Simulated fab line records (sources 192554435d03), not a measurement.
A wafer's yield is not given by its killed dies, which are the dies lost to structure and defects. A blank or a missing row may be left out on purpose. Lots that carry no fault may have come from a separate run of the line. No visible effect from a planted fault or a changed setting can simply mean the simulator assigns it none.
Which tool did it? ; flow n5-finfet ; 11 lots (33 wafers sampled), 1 step of a 1938-step route

== WHAT THE GAUGES READ, wafer by wafer ==
N5_BEOL_M14_INSPECT_12: inspects for defects (macro). Usual: raw-defect-count 1.9, standard deviation 1.4.
lot;measured;on;raw-defect-count;flag
L978;day 11 06:29;defect-inspect-01;3 2 4;
L980;day 12 03:39;defect-inspect-01;0 2 0;
L983;day 14 01:50;defect-inspect-02;3 3 0;
L988;day 14 17:16;defect-inspect-01;1 1 2;
L992;day 15 11:01;defect-inspect-01;3 0 0;
L994;day 15 17:29;defect-inspect-02;3 3 2;
L996;day 16 17:08;defect-inspect-02;3 0 1;
L995;day 16 18:29;defect-inspect-02;4 1 1;
L100;day 16 19:41;defect-inspect-02;1 0 2;
L999;day 17 01:14;defect-inspect-02;2 1 2;
L998;day 17 03:04;defect-inspect-02;1 1 2;

== EACH LOT AND THE TOOL THAT RAN IT (in order: tool; ch and the chambers of the sampled wafers; start) ==
The record shows no process step preceding these readings.

== WHAT THE TOOLS THEMSELVES READ (means of the sampled wafers that have a number; where no wafer has one, the mark that the record gives instead) ==
The record holds no such reading with a usual standard deviation.

== THE ANSWER, worked out from the rows above alone ==
Rule: a lot counts as off when the mean over its wafers that have a number is more than 3 standard deviations away from the usual mean. Also off: a lot with no number at a reading for which 4 or more lots have one. Any other lot the step has rows for is counted as sound. The gauges are gone through in route order, then the tools' own readings, and for those a lot's mean is taken as printed above. The first step at which some lot is off is used, and at that step the reading that is off furthest; a lot without a number counts as furthest.
Across all readings shown, no lot is off: no conclusion can be drawn from this.

== WHAT HAD BEEN PUT IN BY THE SIMULATOR ==
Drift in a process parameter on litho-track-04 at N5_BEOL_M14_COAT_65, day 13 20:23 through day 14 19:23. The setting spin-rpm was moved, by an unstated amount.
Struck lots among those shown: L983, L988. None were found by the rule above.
